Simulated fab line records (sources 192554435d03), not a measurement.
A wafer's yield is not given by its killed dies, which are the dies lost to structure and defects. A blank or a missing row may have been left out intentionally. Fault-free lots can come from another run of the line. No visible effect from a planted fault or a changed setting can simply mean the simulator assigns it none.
fab line records	flow n5-finfet
record: lots: 10	wafers: 29	last-day: 17
route steps=1938 shown WELL_APT@31 PMOS_HMC_CHANNEL_EPI@66 FIN_SAQP@98
lots with no fault: from the same line, run without faults
start-h: the number of hours between the record's first day and the start of the first shown wafer of the lot	wait-h: how many hours have passed since the lot's step before this one	" as in the row above	L1.1+2: one row covering several wafers at once	- either no value or no given start	* or withheld: withheld	< > ~ a bound
route shown NAME@n: names a module that has steps shown in the file, with the first one's number in the route	usual: mean and standard deviation over wafers with no fault	same: alike in all rows	chamber/n: place in a boat	sites: per-site readings	_std_site: the standard deviation of these	_edge_site: mean of outer sites minus mean of inner sites	radius-mm: for every site, how far away it sits from the centre of the wafer	mask NAME#n: copy n	behind: tool/chamber where the wafer was last shaped	hold: cause of the lot's hold/its duration in hours/its outcome	device: whichever transistor did not switch (one of n, p or np)	end of line: the route-end tests of the same wafers	step lacking rows: just its recipe	killed: dies lost to structure and defects at the first sort, not the wafer's yield	map: dies across one wafer; x = killed, . = not, _ = none there
set.NAME: setting as actually run; set.NAME@STEP: the setting as run at that earlier step	model.NAME: the simulator's own value behind a step, which no gauge read
the route's steps for a sample of lots (tables are steps, rows are wafers)
services: when a tool's chamber went out of use (start-h, in hours from the record's first day, below 0 if earlier), for how many hours, and the reason
== steps ==
step: N5_WELL_APT_DESCUM_13
recipe: chemistry: O2	time-s: 7.9	source-power-w: 50	bias-power-w: 20	pressure-mtorr: 20	rf-frequency-hz: 2.712e+07	temp-c: 40	o2-flow-sccm: 225
usual: drypump-motor-current-A: 5.8/0.41	oes-product-au: 0.77/0.081	rf-fwd-power-W: 49.69/0.19	rf-vpp-V: 243.5/1.1	showerhead-plenum-p-Torr: 2.12/0.05	throttle-valve-pct: 20.54/0.26
lot.wafer	tool	chamber	start-h	wait-h	drypump-motor-current-A	oes-product-au	rf-fwd-power-W	rf-hours-counter-h	rf-vpp-V	showerhead-plenum-p-Torr	throttle-valve-pct
L329.2	rie-diel-02	2	20.37	0.0	6.0	0.87	49.64	43	244.3	2.14	20.12
L329.3	"	1	"	"	6.3	0.72	50.17	233	244.3	2.16	20.89
L329.6	"	1	"	"	6.3	0.71	49.79	-	246.0	2.16	20.89
L334.2	rie-diel-02	1	49.91	0.0	6.3	0.70	49.82	248	244.0	2.16	20.90
L334.3	"	3	"	"	5.6	0.74	49.48	173	245.9	2.16	20.30
L334.6	"	2	"	"	6.0	0.85	49.56	-	243.7	2.14	20.12
L336.2	rie-diel-02	3	61.77	0.0	5.6	0.72	49.96	177	242.8	2.15	20.32
L336.3	"	0	"	"	5.9	0.80	49.77	125	242.6	2.11	20.61
L336.6	"	3	"	"	5.6	0.74	49.68	-	244.5	2.15	20.30
L337.3	rie-diel-01	2	67.77	0.0	6.5	0.71	49.69	212	245.0	2.14	20.31
L337.4	"	0	"	"	6.0	0.76	49.98	167	242.2	2.02	20.84
L337.5	"	1	"	"	5.8	0.69	49.84	-	243.5	2.16	20.60
L338.1	rie-diel-04	1	74.02	0.2	6.6	0.87	49.48	32	242.0	2.04	20.33
L338.2	"	3	"	"	5.2	0.73	49.75	197	243.0	2.07	20.69
L338.4	"	2	"	"	5.4	0.69	49.91	202	243.8	2.18	20.75
L340.2	rie-diel-02	1	85.82	0.1	6.3	0.95	49.99	2	243.8	2.16	20.49
L340.3	"	3	"	"	5.6	0.72	49.21	181	244.4	2.15	20.31
L342.2	rie-diel-01	1	97.86	0.0	5.8	0.69	49.65	244	243.3	2.15	20.60
L342.4	"	3	"	"	5.6	0.84	49.96	90	244.0	2.13	20.79
L342.6	"	3	"	"	5.6	0.84	49.92	-	242.2	2.13	20.79
L347.1	rie-diel-01	0	128.03	0.0	5.9	0.74	49.65	192	242.3	2.01	20.88
L347.3	"	3	"	"	5.6	0.83	49.89	103	244.0	2.13	20.80
L347.4	"	3	"	"	5.6	0.82	49.76	-	243.4	2.13	20.82
L350.1	rie-diel-01	1	146.05	0.2	5.8	1.02	49.54	2	244.2	2.15	20.34
L350.2	"	3	"	"	5.6	0.81	49.74	113	244.4	2.12	20.83
L350.3	"	2	"	"	6.4	0.68	49.56	246	243.7	2.13	20.36
L351.3	rie-diel-01	2	151.67	0.0	6.4	0.68	49.24	249	243.8	2.13	20.37
L351.4	"	3	"	"	5.6	0.82	49.71	116	243.9	2.12	20.84
L351.6	"	1	"	"	5.8	0.99	49.61	-	245.1	2.15	20.34
step: N5_PMOS_HMC_CHANNEL_EPI_OVL_MEAS_10
recipe: points-per-wafer: 44
usual: PMOS_HMC_BLK_OVL: 0.0/0.7
lot.wafer	tool	chamber	start-h	wait-h	PMOS_HMC_BLK_OVL[nm]
L329.2	overlay-02	0	23.52	0.0	-0.8
L329.3	"	0	"	"	0.2
L329.6	"	0	"	"	0.0
L334.2	overlay-01	0	53.27	0.0	0.9
L334.3	"	0	"	"	1.2
L334.6	"	0	"	"	0.5
L336.2	overlay-02	0	65.12	0.0	0.3
L336.3	"	0	"	"	-0.2
L336.6	"	0	"	"	0.6
L337.3	overlay-02	0	71.65	0.0	-1.1
L337.4	"	0	"	"	-0.4
L337.5	"	0	"	"	0.5
L338.1	overlay-02	0	77.75	0.0	-0.1
L338.2	"	0	"	"	0.1
L338.4	"	0	"	"	0.1
L340.2	overlay-01	0	88.94	0.0	-0.4
L340.3	"	0	"	"	-0.2
L342.2	overlay-02	0	102.21	0.0	0.7
L342.4	"	0	"	"	1.0
L342.6	"	0	"	"	1.2
L347.1	overlay-02	0	131.70	0.0	-0.8
L347.3	"	0	"	"	0.4
L347.4	"	0	"	"	-0.7
L350.1	overlay-01	0	149.30	0.0	-0.2
L350.2	"	0	"	"	-0.1
L350.3	"	0	"	"	-0.4
L351.3	overlay-01	0	155.27	0.0	0.4
L351.4	"	0	"	"	0.9
L351.6	"	0	"	"	0.3
step: N5_FIN_SAQP_PECVD_47
recipe: material: a-Si	target-thk-a: 450	temp-c: 400	precursor: SiH4/He	pressure-torr: 3	rf-w: 100	time-s: 36.3
usual: heater-power-w: 861/64	rf-fwd-power-W: 99.0/0.55	run-length-s: 72.9/0.52	showerhead-plenum-p-Torr: 5.66/0.049	throttle-valve-pct: 18.0/0.71
lot.wafer	tool	chamber	start-h	wait-h	heater-power-w	rf-fwd-power-W	run-length-s	showerhead-plenum-p-Torr	throttle-valve-pct
L329.2	pecvd-01	1	27.12	0.0	894	99.5	72.8	5.68	18.2
L329.3	"	0	"	"	813	99.2	72.8	5.63	17.3
L329.6	"	1	"	"	892	99.1	72.7	5.68	18.0
L334.2	pecvd-01	0	56.74	0.0	821	99.8	72.5	5.63	17.2
L334.3	"	2	"	"	926	98.9	73.3	5.68	17.3
L334.6	"	1	"	"	836	100.1	72.4	5.70	18.1
L336.2	pecvd-01	2	69.96	0.0	947	99.3	84.6	5.68	16.8
L336.3	"	1	"	"	783	99.5	83.6	5.67	18.1
L336.6	"	2	"	"	953	98.9	84.7	5.67	17.1
L337.3	pecvd-01	2	75.11	0.0	944	98.6	84.4	5.66	17.0
L337.4	"	0	"	"	703	99.4	84.1	5.63	17.7
L337.5	"	2	"	"	999	99.0	84.4	5.69	17.0
L338.1	pecvd-01	2	81.32	0.0	849	99.5	84.3	5.68	17.4
L338.2	"	1	"	"	836	99.5	84.4	5.68	18.3
L338.4	"	0	"	"	823	99.6	83.6	5.61	17.3
L340.2	pecvd-03	2	92.49	0.0	902	98.3	73.3	5.59	18.0
L340.3	"	0	"	"	874	98.6	72.7	5.75	17.6
L342.2	pecvd-04	1	105.95	0.0	790	98.6	73.6	5.62	18.1
L342.4	"	2	"	"	840	98.6	72.3	5.64	18.1
L342.6	"	1	"	"	763	98.7	73.0	5.63	18.2
L347.1	pecvd-03	2	135.19	0.0	853	97.9	73.3	5.57	18.1
L347.3	"	1	"	"	867	99.3	72.7	5.72	19.1
L347.4	"	2	"	"	831	98.3	73.2	5.58	18.0
L350.1	pecvd-03	2	152.85	0.0	875	98.0	73.4	5.57	18.1
L350.2	"	1	"	"	921	99.2	72.9	5.71	19.4
L350.3	"	0	"	"	832	98.8	72.3	5.75	17.7
L351.3	pecvd-03	0	158.76	0.0	993	98.7	72.3	5.75	17.7
L351.4	"	2	"	"	882	98.4	73.5	5.58	17.8
L351.6	"	1	"	"	897	98.8	72.5	5.70	19.3
step: N5_FIN_SAQP_CD_MEAS_16
recipe: target-cd-nm: 35.6	landing-energy-ev: 500	detector: se-inlens
usual: cd-nm: 35.6/0.39
lot.wafer	tool	chamber	start-h	wait-h	cd-nm
L329.2	cd-sem-01	0	27.77	-	34.6
L329.3	"	0	"	"	35.7
L329.6	"	0	"	"	35.8
L334.2	cd-sem-03	0	57.40	-	34.7
L334.3	"	0	"	"	35.4
L334.6	"	0	"	"	35.1
L336.2	cd-sem-01	0	70.61	-	36.5
L336.3	"	0	"	"	35.8
L336.6	"	0	"	"	36.1
L337.3	cd-sem-02	0	75.77	-	36.2
L337.4	"	0	"	"	35.9
L337.5	"	0	"	"	35.8
L338.1	cd-sem-01	0	81.98	-	35.7
L338.2	"	0	"	"	35.5
L338.4	"	0	"	"	35.3
L340.2	cd-sem-03	0	93.02	-	35.3
L340.3	"	0	"	"	35.9
L342.2	cd-sem-02	0	106.61	-	36.0
L342.4	"	0	"	"	36.5
L342.6	"	0	"	"	35.8
L347.1	cd-sem-02	0	135.72	-	35.7
L347.3	"	0	"	"	35.8
L347.4	"	0	"	"	36.1
L350.1	cd-sem-01	0	153.38	-	35.6
L350.2	"	0	"	"	36.0
L350.3	"	0	"	"	35.7
L351.3	cd-sem-01	0	159.42	-	34.7
L351.4	"	0	"	"	35.5
L351.6	"	0	"	"	35.4
step: N5_FIN_SAQP_MANDREL_ETCH_58
recipe: chemistry: HBr/Cl2	target: a-Si	target-depth-a: 450	bt-time-s: 10	stop-on: SiNx	mask-material: SiO2	over-etch-frac: 0.8	time-s: 27	pressure-mtorr: 10	icp-w: 800	bias-w: 75	HBr_flow_sccm: 150	Cl2_flow_sccm: 80	ends: end-point
usual: bias-w: 75.03/0.22	drypump-motor-current-A: 5.8/0.53	oes-product-au: 0.702/0.012	rf-fwd-power-W: 794.9/2.8	throttle-valve-pct: 35.5/0.38
lot.wafer	tool	chamber	start-h	wait-h	bias-w	drypump-motor-current-A	oes-product-au	rf-fwd-power-W	rf-hours-counter-h	throttle-valve-pct
L329.2	rie-si-05	3	30.70	0.0	75.52	6.6	0.665	798.7	155	35.6
L329.3	"	1	"	"	75.30	5.6	0.705	791.9	183	35.1
L329.6	"	3	"	"	75.54	6.7	0.682	802.6	-	35.6
L334.2	rie-si-03	3	60.04	0.0	75.03	6.3	0.707	796.2	54	35.4
L334.3	"	0	"	"	75.10	5.5	0.713	796.5	6	35.3
L334.6	"	3	"	"	75.27	6.3	0.703	797.6	-	35.3
L336.2	rie-si-03	3	73.96	0.0	75.24	6.3	0.830	794.8	54	35.1
L336.3	"	2	"	"	74.77	6.4	0.820	793.2	29	35.7
L336.6	"	0	"	"	75.28	5.4	0.854	793.7	-	35.0
L337.3	rie-si-05	2	80.10	0.0	74.79	6.1	0.831	796.0	9	35.5
L337.4	"	3	"	"	75.12	6.6	0.800	794.1	156	35.4
L337.5	"	3	"	"	75.06	6.6	0.810	793.8	-	35.4
L338.1	rie-si-05	2	84.75	0.0	74.78	6.1	0.843	789.6	9	35.5
L338.2	"	0	"	"	75.08	5.5	0.819	797.4	72	35.9
L338.4	"	3	"	"	74.84	6.6	0.806	799.0	156	35.4
L340.2	rie-si-03	3	96.73	0.0	75.36	6.4	0.694	792.1	54	35.4
L340.3	"	1	"	"	74.78	6.0	0.701	795.1	131	35.6
L342.2	rie-si-02	3	109.49	0.0	74.91	5.0	0.711	797.3	158	36.0
L342.4	"	1	"	"	75.26	4.9	0.705	796.9	47	35.3
L342.6	"	1	"	"	75.07	5.0	0.694	794.6	-	35.3
L347.1	rie-si-05	3	139.53	0.0	75.19	6.6	0.689	798.7	157	35.6
L347.3	"	2	"	"	75.07	6.1	0.721	792.3	10	35.7
L347.4	"	1	"	"	75.42	5.6	0.711	789.1	185	35.1
L350.1	rie-si-02	1	155.67	0.0	75.23	5.0	0.687	793.3	48	35.3
L350.2	"	0	"	"	75.05	5.4	0.689	790.0	44	35.7
L350.3	"	2	"	"	74.64	6.3	0.712	798.5	64	34.5
L351.3	rie-si-03	2	161.82	0.0	74.57	6.3	0.705	797.3	30	35.9
L351.4	"	3	"	"	74.65	6.4	0.694	794.0	55	35.4
L351.6	"	3	"	"	74.66	6.3	0.703	796.2	-	35.3
== services ==
tool	chamber	start-h	hours	kind
rie-diel-04	3	0.81	2.7	repair
rie-diel-02	2	3.81	1.6	repair
rie-diel-02	0	11.73	46.7	repair
pecvd-03	-	26.63	1.5	repair
rie-diel-02	2	28.82	5.0	repair
pecvd-04	2	30.58	5.5	repair
rie-si-02	-	35.56	14.6	pm
pecvd-01	1	58.57	5.5	scheduled-down
rie-diel-02	1	59.17	-	clean
rie-diel-02	1	59.17	-	consumable-replace:focus-ring
rie-diel-02	1	59.17	15.3	scheduled-down
rie-diel-02	1	59.17	15.3	vent-cycle
rie-diel-02	-	63.58	14.6	pm
rie-diel-01	-	72.88	0.5	repair
pecvd-04	1	84.19	5.0	scheduled-down
rie-diel-04	0	86.02	-	clean
pecvd-01	2	114.12	2.1	scheduled-down
rie-diel-01	1	118.84	-	clean
rie-diel-01	1	118.84	-	consumable-replace:focus-ring
rie-diel-01	1	118.84	22.1	scheduled-down
rie-diel-01	1	118.84	22.1	vent-cycle
rie-diel-04	3	133.21	1.2	repair
rie-diel-01	2	154.11	-	clean
rie-diel-01	2	154.11	-	consumable-replace:focus-ring
== key ==
first-sign: step: N5_FIN_SAQP_PECVD_47	reading: run-length-s	direction: up	sigmas: 22	usual: *	struck: *
effect: step: N5_FIN_SAQP_MANDREL_ETCH_58	reading: oes-product-au	direction: up	sigmas: 9.8	usual: 0.702	struck: 0.824
met-at N5_FIN_SAQP_PECVD_47
struck-lots L336,L337,L338
tester-left-out L336,L337,L338
not-acting-at N5_WELL_APT_DESCUM_13,N5_PMOS_HMC_CHANNEL_EPI_OVL_MEAS_10,N5_FIN_SAQP_CD_MEAS_16
onset-between 56.74 69.96
fault: kind: process-parameter-drift	tool: pecvd-01	chamber: -	onset-h: 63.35	steps: N5_FIN_SAQP_PECVD_47	channel: time-s	offset: *	shape: step	end-h: 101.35	acts-in: *	stated: *
tester-left-out: of these lots the tester's yield and bins aren't shown, on N5 and GAA mostly nor the transistor test; their killed dies are dies lost to structure and defects alone, not to doping, threshold or leakage, so they don't give the yield
